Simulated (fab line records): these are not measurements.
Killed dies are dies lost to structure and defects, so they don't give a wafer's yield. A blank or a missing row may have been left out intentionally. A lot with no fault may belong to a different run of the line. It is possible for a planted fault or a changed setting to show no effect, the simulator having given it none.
A lot that was struck, set against a sound lot + flow n5Finfet + 15 steps out of a route of 1938
Sound: these wafers, L434.2, L434.5, L434.6. Struck: wafer L443.3 (left out: L443.5, a lot-mate that was not struck); the cause follows at the end.
Order at every step that has rows: each side's tool, ch and its chambers, its first start. Under that, the readings that differ: sound wafers + struck wafers + difference of the means + sigmas: that difference in standard deviations of wafers without a fault.
alike: readings with means less than 2 such deviations apart, plus words and numbers identical on both sides. not compared: withheld readings, readings lacking a value on some wafer, bounds such as >300 that could conceal the same value, and numbers that have no deviation in the record and whose values overlap.
The two part at a step that has a row with sigmas, a row that says differs or no value, or rows on one side only. When numbers do not overlap yet have no deviation, they are printed without sigmas and do not part them. A reading that every wafer of one side lacks parts them only if that side has two wafers or more.

first, 7 steps without rows for these wafers: N5_PASSIVATION_COAT_04; N5_PASSIVATION_EBR_06; N5_PASSIVATION_SOFTBAKE_05 (time 90 s); N5_PASSIVATION_EXPOSE_07 (exposes mask TV, defocus 0 nm, target cd 3000 nm); N5_PASSIVATION_PEB_08; N5_PASSIVATION_DEVELOP_09 (develop time 60 s); N5_PASSIVATION_HARDBAKE_11 (time 120 s).
N5_PASSIVATION_CD_MEAS_10: target cd 3000 nm.
  sound on cdSem-01 ch 0, day 13 06:46; struck on cdSem-03 ch 0, day 15 04:01
  alike: cdNm
N5_PASSIVATION_OVL_MEAS_60:
  sound on overlay-01 ch 0, day 13 06:47; struck on overlay-02 ch 0, day 15 04:03
  alike: TV_OVL
N5_PASSIVATION_INSPECT_61: inspects for defects (macro).
  sound: defectInspect-02 at day 13 06:49; struck: defectInspect-02 at day 15 04:04
  alike: rawDefectCount
N5_PASSIVATION_DESCUM_12: chemistry O2, time 7.9 s.
  sound on rieDiel-02 ch 1,2,3, day 13 07:38; struck on rieDiel-02 ch 2, day 15 04:41
  alike: biasPowerW, drypumpMotorCurrentA, oesProductAu, rfVppV, showerheadPlenumPTorr, throttleValvePct
  not compared: rfHoursCounterH
N5_PASSIVATION_PASS_ETCH_74: etches SiNx in CF4/O2, target depth 220 nm, time 110 s.
  sound on rieDiel-02 ch 1,2,3, day 13 07:42; struck on rieDiel-02 ch 2, day 15 04:45
  alike: biasW, drypumpMotorCurrentA, oes_f_703_au, oesProductAu, rfVppV, showerheadPlenumPTorr, throttleValvePct
  not compared: rfHoursCounterH
N5_PASSIVATION_VIA_ETCH_13: etches SiO2 in CHF3/O2, target depth 660 nm, time 330 s.
  sound on rieDiel-02 ch 1,2,3, day 13 07:47; struck on rieDiel-02 ch 2, day 15 04:50
| reading    | sound             | struck | difference | sigmas |
|------------|-------------------|--------|------------|--------|
| biasW (W)  | 169.9 169.8 170.3 | 162.6  | -7.4       | -15    |
| rfVppV (V) | 526 535 526       | 506    | -23        | -3     |
  alike: drypumpMotorCurrentA, etchRfOnTimeS, oes_f_703_au, oesProductAu, showerheadPlenumPTorr, throttleValvePct
  not compared: rfHoursCounterH
N5_PASSIVATION_STRIP_14: strips in O2.
  sound on rieDiel-02 ch 1,2,3, day 13 07:59; struck on rieDiel-02 ch 2, day 15 05:02
  alike: drypumpMotorCurrentA, oesProductAu, rfVppV, showerheadPlenumPTorr, throttleValvePct
  not compared: rfHoursCounterH
N5_PASSIVATION_PROBE_49:
  sound wafers here have rows in the record (prober-02, day 13 16:02); struck ones have none

## WHERE THEY PART
Last at N5_PASSIVATION_PROBE_49 as far as this record goes, first at N5_PASSIVATION_VIA_ETCH_13.

WHY: whatever the simulator had introduced
rieDiel-02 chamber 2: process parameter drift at N5_PASSIVATION_VIA_ETCH_13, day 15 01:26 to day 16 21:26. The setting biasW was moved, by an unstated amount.
